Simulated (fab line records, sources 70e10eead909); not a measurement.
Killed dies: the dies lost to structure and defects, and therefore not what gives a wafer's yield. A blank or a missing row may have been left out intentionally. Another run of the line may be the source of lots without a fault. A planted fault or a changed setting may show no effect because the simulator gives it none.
Matching of chambers || flow nand-harc || 4 sister chambers for NHARC_A_CHANNEL_FILL_D2_CMP_10 on cmp-02
The step polishes, target thk 150 nm. 8 wafers are shown with their chamber, then 10 later ones without.

== WAFERS WITH THEIR CHAMBER ==
{"wafer": "L077.5", "chamber": 2, "motor-current-A (A)": 14.5, "time-to-endpoint-s (s)": 13.8}
{"wafer": "L084.4", "chamber": 2, "motor-current-A (A)": 13.2, "time-to-endpoint-s (s)": 12.5}
{"wafer": "L087.4", "chamber": 1, "motor-current-A (A)": 11.0, "time-to-endpoint-s (s)": 15.7}
{"wafer": "L088.3", "chamber": 1, "motor-current-A (A)": 11.0, "time-to-endpoint-s (s)": 16.5}
{"wafer": "L088.4", "chamber": 3, "motor-current-A (A)": 10.8, "time-to-endpoint-s (s)": 15.2}
{"wafer": "L088.6", "chamber": 0, "motor-current-A (A)": 13.1, "time-to-endpoint-s (s)": 18.0}
{"wafer": "L093.4", "chamber": 3, "motor-current-A (A)": 10.6, "time-to-endpoint-s (s)": 15.1}
{"wafer": "L093.5", "chamber": 0, "motor-current-A (A)": 12.6, "time-to-endpoint-s (s)": 13.0}

== WAFERS WHOSE CHAMBER IS MISSING ==
{"wafer": "L093.6", "motor-current-A (A)": 11.4, "time-to-endpoint-s (s)": 16.1}
{"wafer": "L092.4", "motor-current-A (A)": 14.9, "time-to-endpoint-s (s)": 16.1}
{"wafer": "L092.5", "motor-current-A (A)": 12.3, "time-to-endpoint-s (s)": 13.8}
{"wafer": "L092.6", "motor-current-A (A)": 10.6, "time-to-endpoint-s (s)": 14.7}
{"wafer": "L094.1", "motor-current-A (A)": 14.2, "time-to-endpoint-s (s)": 16.0}
{"wafer": "L094.2", "motor-current-A (A)": 10.8, "time-to-endpoint-s (s)": 15.8}
{"wafer": "L094.4", "motor-current-A (A)": 12.2, "time-to-endpoint-s (s)": 14.2}
{"wafer": "L097.1", "motor-current-A (A)": 12.0, "time-to-endpoint-s (s)": 14.6}
{"wafer": "L097.2", "motor-current-A (A)": 10.2, "time-to-endpoint-s (s)": 16.1}
{"wafer": "L097.5", "motor-current-A (A)": 12.6, "time-to-endpoint-s (s)": 13.5}

== THE CHAMBER EACH PASSED THROUGH ==
{"wafer": "L093.6", "from the rows above": "can't be placed: 1 or 3", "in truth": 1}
{"wafer": "L092.4", "from the rows above": "can't be placed: 2 or 0", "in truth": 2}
{"wafer": "L092.5", "from the rows above": "can't be placed: 0 or 1 or 2 or 3", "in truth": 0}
{"wafer": "L092.6", "from the rows above": "can't be placed: 3 or 1", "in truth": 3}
{"wafer": "L094.1", "from the rows above": "can't be placed: 2 or 0", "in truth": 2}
{"wafer": "L094.2", "from the rows above": "can't be placed: 3 or 1", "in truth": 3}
{"wafer": "L094.4", "from the rows above": "can't be placed: 0 or 1 or 3 or 2", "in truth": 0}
{"wafer": "L097.1", "from the rows above": "can't be placed: 0 or 1 or 3", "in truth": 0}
{"wafer": "L097.2", "from the rows above": "can't be placed: 3 or 1", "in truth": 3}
{"wafer": "L097.5", "from the rows above": "can't be placed: 0 or 2", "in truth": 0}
0 of 10 placed correctly. These rows do not allow placing 10 (true chamber among the candidates in 10). 0 placed wrongly.
How it was worked out, from the rows above alone: a wafer's distance from a chamber is the root of the sum, over the readings, of the square of ((its reading less the chamber's mean) divided by the reading's scatter). If the next closest chamber is less than 2 further off than the closest, the wafer can't be placed; otherwise it belongs to the closest. The mean given for a chamber averages the wafers shown for that chamber. The scatter: take each reading less its chamber's mean, square it, sum over the shown wafers, divide by the number of wafers less the number of chambers, and take the root.
